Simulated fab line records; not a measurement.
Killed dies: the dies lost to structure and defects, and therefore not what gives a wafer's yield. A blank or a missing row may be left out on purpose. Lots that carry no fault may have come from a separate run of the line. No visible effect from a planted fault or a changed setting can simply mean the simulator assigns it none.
Comparing a struck lot with a sound one | flow nand_harc | 15 steps out of a route of 1302
Sound: the wafers L681.2, L681.3, L681.6. Wafers struck: L690.1, L690.4, L690.5. At the end, the cause is stated.
For every step that has rows: the tool of each side, followed by ch and its chambers, followed by its first start. Under that, the readings that differ: sound wafers | struck wafers | difference of the means | sigmas: that difference in standard deviations of wafers without a fault.
alike: readings whose means differ by less than 2 such deviations, and words and numbers that are the same on both sides. not compared: withheld readings, readings that some wafer has no value for, bounds like >300 that may hide the same value, and numbers for which the record gives no deviation and whose values overlap.
A row with sigmas, a row that says differs or no value, or rows on one side alone: a step with any of these is where the two part. When numbers do not overlap yet have no deviation, they are printed without sigmas and do not part them. Lack of a reading on every wafer of one side parts them only where that side has two or more wafers.

first, 1 step without rows for these wafers: NHARC_A_ONON_D1_DEP_12 (target thk 1000 nm).
NHARC_A_ONON_D1_THK_MEAS_14: measures by ellipsometry.
  sound: film_metro-02 at day 10 16:26; struck: film_metro-01 at day 14 11:45
  alike: thk_nm
then, 2 steps without rows for these wafers: NHARC_A_ONON_D1_ANNEAL_15 (time 3600 s); NHARC_A_ONON_D1_DEP_16 (target thk 1000 nm).
NHARC_A_ONON_D1_THK_MEAS_18: measures by ellipsometry.
  sound: film_metro-01 at day 11 04:10; struck: film_metro-02 at day 14 19:34
  alike: thk_nm
next comes 1 step that has no rows for these wafers: NHARC_A_ONON_D1_DEP_19 (target thickness 1000 nm).
NHARC_A_ONON_D1_THK_MEAS_21: measures by ellipsometry.
  sound: film_metro-01 at day 11 04:44; struck: film_metro-01 at day 14 20:07
  alike: thk_nm
next comes 1 step that has no rows for these wafers: NHARC_A_ONON_D1_DEP_22 (target thickness 1000 nm).
NHARC_A_ONON_D1_THK_MEAS_24: measures by ellipsometry.
  sound: film_metro-02 at day 11 05:18; struck: film_metro-02 at day 14 20:41
  alike: thk_nm
next comes 1 step that has no rows for these wafers: NHARC_A_ONON_D1_DEP_25 (target thickness 1000 nm).
NHARC_A_ONON_D1_THK_MEAS_27: measures by ellipsometry.
  sound: film_metro-01 at day 11 05:52; struck: film_metro-01 at day 14 21:16
  alike: thk_nm
NHARC_A_ONON_D1_DEP_28: target thk 1000 nm.
  sound on pecvd_onon-04 ch 0, day 11 05:59; struck on pecvd_onon-02 ch 0, day 14 21:19
NHARC_A_ONON_D1_THK_MEAS_30: measures by ellipsometry.
  sound: film_metro-01 at day 11 06:26; struck: film_metro-01 at day 14 21:49
  reading     | sound       | struck         | difference | sigmas
  thk_nm (nm) | 976 977 978 | 1493 1491 1491 | +515       | +40
NHARC_A_ONON_D1_DEP_33: deposits SiO2, target thk 200 nm.
  sound on pecvd-03 ch 0,1,2, day 11 06:30; struck on pecvd-02 ch 0,2, day 14 21:53
  reading            | sound       | struck      | difference | sigmas
  heater_power_w (W) | 334 455 487 | 702 730 702 | +286       | +2
  alike: throttle_valve_pct
-- the record jumps here: 16 days lie between the struck wafers' starts before and after (it left off in module A_ONON_D1 and takes up again in module END, whose first step shown is number 1302 of the route) --
NHARC_END_SORT_01:
  here the record holds rows for the struck wafers (prober-02 ch 0, day 30 21:40) but none for the sound ones

== WHERE THEY PART ==
Last at NHARC_END_SORT_01 as far as this record goes, first at NHARC_A_ONON_D1_THK_MEAS_30.

WHY: what the simulator had put in
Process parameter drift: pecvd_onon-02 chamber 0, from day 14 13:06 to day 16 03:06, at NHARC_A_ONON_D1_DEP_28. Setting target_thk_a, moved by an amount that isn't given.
